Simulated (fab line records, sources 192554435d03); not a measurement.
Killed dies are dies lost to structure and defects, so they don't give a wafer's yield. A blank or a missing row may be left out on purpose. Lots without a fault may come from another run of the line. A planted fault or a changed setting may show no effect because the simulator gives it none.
fab line records | flow n5_finfet
record lots=5 wafers=15 last_day=16
route steps=1938 shown STI_FIN_REVEAL@203
lots that met no fault: from a run of the same line without faults
start_h: hours from the record's first day to the start of the lot's first wafer shown | wait_h: hours since the lot's step before | " the same as in the row above | L1.1+2: a row that stands for several wafers | - no value, or no start given | * or withheld: withheld | < > ~ a bound
route shown NAME@n: a module of which the file shows steps, and the number in the route of the first | usual: mean/standard deviation of fault-free wafers | same: alike in all rows | chamber/n: place in a boat | sites: the reading at each site | _std_site: their standard deviation | _edge_site: outer sites' mean less inner sites' | radius_mm: how far each site lies from the wafer's centre | mask NAME#n: copy n | behind: the tool/chamber that last shaped the wafer | hold: why the lot was held/for how many hours/how that ended | device: the transistor (n, p or np) that didn't switch | end of line: the same wafers' tests at the end of the route | a step without rows: its recipe alone | killed: dies lost to structure and defects at the first sort, not the wafer's yield | map: a wafer's dies, x killed, . not, _ none there
set.NAME: the setting as run; set.NAME@STEP: as run at that earlier step | model.NAME: the simulator's own value behind a step, which no gauge read
lots at some steps of the route; a table a step, a row a wafer
services: from which hour (start_h, from the record's first day; less than 0 if before it) a tool's chamber was out of use, for how many hours, and why
## steps
# step N5_STI_FIN_REVEAL_SRD_21
# recipe dry=ipa_marangoni time_s=30 temp_c=23 rinse_liquid=diw
# same time_s=30
# columns lot.wafer tool chamber start_h wait_h
L080.2+5+6 wet_bench-06 7,0,2 72.43 0.0
L081.2+4+5 wet_bench-02 2,5,3 80.19 0.0
L087.1+2+4 wet_bench-04 7,5,0 115.34 0.0
L091.1+3+4 wet_bench-02 5,7,2 138.54 0.0
L093.1+5+6 wet_bench-02 7,2,3 149.79 0.0
# step N5_STI_FIN_REVEAL_OXIDATION_33
# recipe chemistry=O2_PLASMA_REMOTE temp_c=150 time_s=20 pressure_mtorr=1000 source_power_w=2000 o2_flow_sccm=3000
# usual drypump_motor_current_A=5.9/0.62 heater_power_w=166/12
# same time_s=20
# columns lot.wafer tool chamber start_h wait_h drypump_motor_current_A heater_power_w rf_hours_counter_h
L080.2 plasma_asher-01 0 72.47 0.0 5.1 177 35
L080.5 " 1 " " 6.4 166 -
L080.6 " 0 " " 5.1 171 -
L081.2 plasma_asher-01 1 80.24 0.0 6.3 168 37
L081.4 " 0 " " 5.1 175 -
L081.5 " 0 " " 5.1 175 -
L087.1 plasma_asher-02 1 115.38 0.0 5.9 139 94
L087.2 " 0 " " 6.7 175 94
L087.4 " 1 " " 5.9 141 -
L091.1 plasma_asher-02 1 138.59 0.0 5.9 141 99
L091.3 " 0 " " 6.7 167 -
L091.4 " 1 " " 5.9 140 -
L093.1 plasma_asher-01 1 149.84 0.0 6.3 167 52
L093.5 " 0 " " 5.1 173 -
L093.6 " 1 " " 6.3 167 -
# step N5_STI_FIN_REVEAL_CLEAN_19
# recipe chemistry=O3/DIW temp_c=25 time_s=120 o3_ppm=10
# usual o3_ppm=10.00/0.092
# same time_s=120
# columns lot.wafer tool chamber start_h wait_h o3_ppm
L080.2 wet_bench-06 7 72.56 0.1 9.92
L080.5 " 1 " " 10.02
L080.6 " 3 " " 9.94
L081.2 wet_bench-02 0 80.32 0.1 9.92
L081.4 " 4 " " 10.08
L081.5 " 7 " " 9.94
L087.1 wet_bench-06 7 115.47 0.1 10.01
L087.2 " 1 " " 10.12
L087.4 " 4 " " 10.18
L091.1 wet_bench-06 2 138.67 0.1 10.08
L091.3 " 6 " " 9.86
L091.4 " 5 " " 10.16
L093.1 wet_bench-04 6 149.92 0.1 10.18
L093.5 " 4 " " 10.01
L093.6 " 5 " " 10.18
# step N5_STI_FIN_REVEAL_SRD_23
# recipe dry=ipa_marangoni time_s=30 temp_c=23 rinse_liquid=diw
# same time_s=30
# columns lot.wafer tool chamber start_h wait_h
L080.2+5+6 wet_bench-06 7,1,3 72.60 0.0
L081.2+4+5 wet_bench-02 0,4,7 80.36 0.0
L087.1+2+4 wet_bench-06 7,1,4 115.51 0.0
L091.1+3+4 wet_bench-06 2,6,5 138.71 0.0
L093.1+5+6 wet_bench-04 6,4,5 149.96 0.0
# step N5_STI_FIN_REVEAL_CD_MEAS_22
# recipe target_cd_nm=6.238 pitch_nm=28 polarity=line
# usual cd_nm=6.3/0.3
# columns lot.wafer tool chamber start_h wait_h cd_nm
L080.2 cd_sem-03 - 72.64 0.0 6.6
L080.5 " - " " 6.0
L080.6 " - " " 6.5
L081.2 cd_sem-03 - 80.40 0.0 6.6
L081.4 " - " " 6.2
L081.5 " - " " 5.5
L087.1 cd_sem-02 - 115.55 0.0 6.2
L087.2 " - " " 6.7
L087.4 " - " " 6.2
L091.1 cd_sem-02 - 138.75 0.0 6.3
L091.3 " - " " 6.2
L091.4 " - " " 6.2
L093.1 cd_sem-02 - 150.00 0.0 6.1
L093.5 " - " " 6.3
L093.6 " - " " 6.1
# step N5_STI_FIN_REVEAL_FIN_H_MEAS_10
# usual trench_depth_nm=51.8/0.83
# columns lot.wafer tool chamber start_h wait_h trench_depth_nm
L080.2 ocd-01 - 72.67 0.0 52.2
L080.5 " - " " 51.9
L080.6 " - " " 52.0
L081.2 ocd-01 - 80.43 0.0 50.6
L081.4 " - " " 51.6
L081.5 " - " " 51.9
L087.1 ocd-02 - 115.58 0.0 51.3
L087.2 " - " " 52.1
L087.4 " - " " 52.6
L091.1 ocd-01 - 138.78 0.0 50.6
L091.3 " - " " 51.6
L091.4 " - " " 51.9
L093.1 ocd-02 - 150.03 0.0 49.9
L093.5 " - " " 52.2
L093.6 " - " " 52.7
# step N5_STI_FIN_REVEAL_PRECLEAN_18
# recipe chemistry=SC2 time_s=45 temp_c=35 mix=1:1:50
# usual bath_guard_temp_C=35.0/0.47
# same time_s=45
# columns lot.wafer tool chamber start_h wait_h bath_guard_temp_C
L080.2 wet_bench-04 7 72.70 0.0 34.8
L080.5 " 1 " " 34.3
L080.6 " 6 " " 35.1
L081.2 wet_bench-04 4 80.47 0.0 35.0
L081.4 " 1 " " 34.1
L081.5 " 0 " " 35.3
L087.1 wet_bench-06 1 115.61 0.0 34.9
L087.2 " 5 " " 34.3
L087.4 " 2 " " 35.0
L091.1 wet_bench-02 7 138.81 0.0 36.0
L091.3 " 6 " " 35.5
L091.4 " 4 " " 35.6
L093.1 wet_bench-06 7 150.06 0.0 35.3
L093.5 " 5 " " 34.6
L093.6 " 3 " " 34.9
## services
# columns tool chamber start_h hours kind
plasma_asher-02 - 149.07 2.7 pm
## key
fault none
